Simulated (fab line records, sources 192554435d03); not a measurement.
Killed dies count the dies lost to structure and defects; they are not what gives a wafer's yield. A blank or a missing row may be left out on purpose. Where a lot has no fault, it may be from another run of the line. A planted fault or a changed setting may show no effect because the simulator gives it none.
Matching of chambers -- flow n5Finfet -- aldMetal-03 running N5_BEOL_M8_ALD_77: 4 sister chambers
The step deposits TaN, target thk 2 nm, pulse time 2 s, purge time 3 s. 8 wafers are shown with their chamber, then 12 later ones without.

== WAFERS WITH THEIR CHAMBER ==
wafer,chamber,heaterPowerW (W)
L080.5,1,356
L084.1,0,423
L088.2,2,384
L088.4,0,431
L088.5,3,415
L089.2,3,389
L089.4,1,349
L089.5,2,401

== WAFERS MISSING THEIR CHAMBER ==
wafer,heaterPowerW (W)
L090.1,394
L090.4,355
L090.5,411
L093.1,429
L093.3,362
L093.5,354
L096.1,391
L096.2,412
L096.3,355
L094.1,354
L094.4,407
L094.5,360

== WHICH CHAMBER EACH WENT THROUGH ==
wafer,from the rows above,in truth
L090.1,can't be placed: 2 or 3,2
L090.4,1,1
L090.5,can't be placed: 3 or 0 or 2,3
L093.1,0,0
L093.3,can't be placed: 1 or 2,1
L093.5,1,1
L096.1,can't be placed: 2 or 3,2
L096.2,can't be placed: 3 or 0 or 2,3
L096.3,1,1
L094.1,1,1
L094.4,can't be placed: 3 or 2 or 0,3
L094.5,1,1
Placed correctly: 6 of 12. From these rows, 6 cannot be placed; in 6 the true chamber is one of the candidates. Number placed wrongly: 0.
How it was worked out, from the rows above alone: a wafer's distance from a chamber is the root of the sum, over the readings, of the square of ((its reading less the chamber's mean) divided by the reading's scatter). The wafer belongs to the nearest chamber; if the next one is less than 2 further off, it can't be placed. For every chamber, the mean is computed from those of its wafers that are shown. The scatter: take each reading less its chamber's mean, square it, sum over the shown wafers, divide by the number of wafers less the number of chambers, and take the root.
